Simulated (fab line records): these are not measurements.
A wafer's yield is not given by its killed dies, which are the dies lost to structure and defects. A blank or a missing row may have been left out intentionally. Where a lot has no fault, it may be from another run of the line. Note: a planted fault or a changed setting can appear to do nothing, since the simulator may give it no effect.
Chamber matching | flow nandHarc | NHARC_A_CONTACT_DEP_29 on pecvd-02 has 3 sister chambers
The step deposits SiON, target thk 100 nm. 6 wafers are shown with their chamber, then 9 later ones without.

== EACH WAFER AND ITS CHAMBER ==
wafer  | chamber | heaterPowerW (W)
L087.5 | 1       | 804
L093.2 | 2       | 749
L093.4 | 0       | 702
L092.1 | 2       | 628
L092.2 | 1       | 780
L092.4 | 0       | 661

== WAFERS WITHOUT THEIR CHAMBER ==
wafer  | heaterPowerW (W)
L091.1 | 700
L091.3 | 665
L091.4 | 693
L097.1 | 679
L097.4 | 661
L097.6 | 774
L097.2 | 717
L097.3 | 815
L097.5 | 834

== THE CHAMBER EACH PASSED THROUGH ==
wafer  | from the rows above          | in truth
L091.1 | can't be placed: 2 or 0 or 1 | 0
L091.3 | can't be placed: 0 or 2      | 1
L091.4 | can't be placed: 2 or 0 or 1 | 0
L097.1 | can't be placed: 0 or 2      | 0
L097.4 | can't be placed: 0 or 2      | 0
L097.6 | can't be placed: 1 or 2 or 0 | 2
L097.2 | can't be placed: 2 or 0 or 1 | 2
L097.3 | can't be placed: 1 or 2      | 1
L097.5 | can't be placed: 1 or 2      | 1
Correct placement for 0 of the 9. Not placeable from these rows: 9 (in 8, the candidates include the true chamber). 0 placed wrongly.
How it was worked out, from the rows above alone: a wafer's distance from a chamber is the root of the sum, over the readings, of the square of ((its reading less the chamber's mean) divided by the reading's scatter). The wafer belongs to the nearest chamber; if the next one is less than 2 further off, it can't be placed. Each chamber's mean is taken over the wafers shown for it. The scatter: the root of (the sum of the squares of (reading less its chamber's mean) over the shown wafers, divided by (wafers less chambers)).
